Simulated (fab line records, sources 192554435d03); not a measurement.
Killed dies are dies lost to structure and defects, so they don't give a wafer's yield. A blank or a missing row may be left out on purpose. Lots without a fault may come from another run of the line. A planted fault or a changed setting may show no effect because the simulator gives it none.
A struck lot beside a sound one | flow n5_finfet | 36 steps out of a route of 1938
Sound: wafers L358.4, L358.5, L358.6. Struck: wafers L340.2, L340.5, L340.6. The cause comes at the end.
At each step with rows: each side's tool, then ch and its chambers, then its first start. Under that, the readings that differ: sound wafers | struck wafers | difference of the means | sigmas: that difference in standard deviations of wafers without a fault.
alike: readings whose means differ by less than 2 such deviations, and words and numbers that are the same on both sides. not compared: withheld readings, readings that some wafer has no value for, bounds like >300 that may hide the same value, and numbers for which the record gives no deviation and whose values overlap.
The two part at a step that has a row with sigmas, a row that says differs or no value, or rows on one side only. Numbers that don't overlap but have no deviation are shown without sigmas and don't part them. A reading that every wafer of one side lacks parts them only if that side has two wafers or more.

first, 9 steps without rows for these wafers: N5_BEOL_M4_ANNEAL_95 (time 240 s); N5_BEOL_M4_SPUTTER_96 (material Cu, target thk 4.5 nm, time 8.29 s); N5_BEOL_M4_ECD_50 (material Cu, target thk 300 nm); N5_BEOL_M4_ANNEAL_51 (time 90 s); N5_BEOL_M4_CMP_52 (polishes, stops on SiOC, t overpolish 6.8 s, target thk 40 nm); N5_BEOL_M4_PRE_CLEAN_60 (time 15 s); N5_BEOL_M4_CO_CAP_55 (material Co, precursor CCTBA/H2, target thk 2 nm, time 102.1 s); N5_BEOL_M4_PRE_CLEAN_56 (time 15 s); N5_BEOL_M4_DEP_57 (deposits SiCN from 3MS/NH3, target thk 8 nm, time 14 s).
N5_BEOL_M4_RC_MEAS_101:
  sound on prober-02 ch 0, day 14 08:32; struck on prober-01 ch 0, day 9 06:34
  alike: DIBL_N, DIBL_P, IOFF_N, IOFF_P, ION_N, ION_P, SS_N, SS_P, VT_N, VT_P
then, 24 steps without rows for these wafers: N5_BEOL_M5_ILD_DEP_00 (deposits SiCOH lowk from DEMS/porogen, target thk 140.64 nm, time 25.9 s); N5_BEOL_M5_CURE_79 (cures SiCOH lowk, time 240 s); N5_BEOL_M5_PECVD_70 (deposits SiO2 from TEOS/O2, target thk 16 nm, time 18 s); N5_BEOL_M5_HM_DEP_02 (deposits TiN, target thk 20 nm); N5_BEOL_M5_COAT_59 (time 60 s, resist thk 60 nm); N5_BEOL_M5_COAT_60 (time 60 s, resist thk 12 nm); N5_BEOL_M5_COAT_71 (time 60 s, resist thk 5 nm); N5_BEOL_M5_COAT_05 (resist thk 30 nm); N5_BEOL_M5_EBR_07; N5_BEOL_M5_SOFTBAKE_06 (time 60 s); N5_BEOL_M5_EXPOSE_08 (exposes mask M5, target cd 28 nm); N5_BEOL_M5_PEB_09 (peb time 60 s); N5_BEOL_M5_DEVELOP_10 (develop time 30 s); N5_BEOL_M5_DESCUM_16 (chemistry O2, time 7 s); N5_BEOL_M5_ETCH_72 (etches underlayer in N2/H2, target depth 6.5 nm, time 5.2 s); N5_BEOL_M5_ETCH_61 (etches SiARC in CF4, target depth 15.6 nm, time 26 s); N5_BEOL_M5_ETCH_62 (etches SOC in N2/H2, target depth 75 nm, overetch 15 nm, time 112.5 s); N5_BEOL_M5_STRIP_63 (strips in N2/H2); N5_BEOL_M5_STRIP_73 (strips in N2/H2); N5_BEOL_M5_STRIP_64 (strips in CF4); N5_BEOL_M5_HM_OPEN_17 (chemistry Cl2/BCl3, target TiN, target depth 20 nm, overetch 6 nm); N5_BEOL_M5_STRIP_19 (strips in O2); N5_BEOL_M5_COAT_65 (time 60 s, resist thk 60 nm); N5_BEOL_M5_COAT_66 (time 60 s, resist thk 12 nm).
-- the record jumps here: 2 days lie between the struck wafers' starts before and after (it left off in module BEOL_M5 and takes up again in module BEOL_M9, whose first step shown is number 1467 of the route) --
N5_BEOL_M9_DEP_56: deposits SiCN from 3MS/NH3, target thk 15 nm, time 26.5 s.
  sound on pecvd-02 ch 0,1,2, day 16 08:45; struck on pecvd-02 ch 0,1,2, day 11 09:53
  no value came back on the struck wafers for any of 5 readings (chamber_pressure_Torr (Torr), rf_fwd_power_W (W) and others); on the sound wafers chamber_pressure_Torr (Torr) reads 2.995 2.999 3.015
-- the record jumps here: 2 days lie between the struck wafers' starts before and after (it left off in module BEOL_M9 and takes up again in module PASSIVATION, whose first step shown is number 1936 of the route) --
N5_PASSIVATION_PROBE_49:
  sound on prober-01, day 18 22:06; struck on prober-02, day 13 16:19
  reading                  | sound          | struck         | difference | sigmas
  defect_limited_yield (%) | 90.5 90.7 91.9 | 0 0 0          | -91        | -61
  killed_at_M4_up          | 12 17 22       | 1098 1088 1113 | +1083      | +99 or more
  killed_dies              | 112 110 95     | 1180 1180 1180 | +1074      | +60
  killed_on_rim            | 13 18 10       | 152 152 152    | +138       | +31
  sort_bin_5_function (%)  | 5.6 5.0 4.5    | 96.6 96.4 96.1 | +91.3      | +94
  sort_n_pass              | 1068 1070 1085 | 0 0 0          | -1074      | -60
  sort_yield_pct (%)       | 90.5 90.7 91.9 | 0 0 0          | -91        | -61
  alike: killed_at_M0_to_M3, killed_at_contacts, killed_at_front_end, killed_at_other, killed_open, killed_short, sort_bin_6_memory

WHERE THEY PART
First at N5_BEOL_M9_DEP_56; last, within this record, at N5_PASSIVATION_PROBE_49.

WHY: what the simulator had put in
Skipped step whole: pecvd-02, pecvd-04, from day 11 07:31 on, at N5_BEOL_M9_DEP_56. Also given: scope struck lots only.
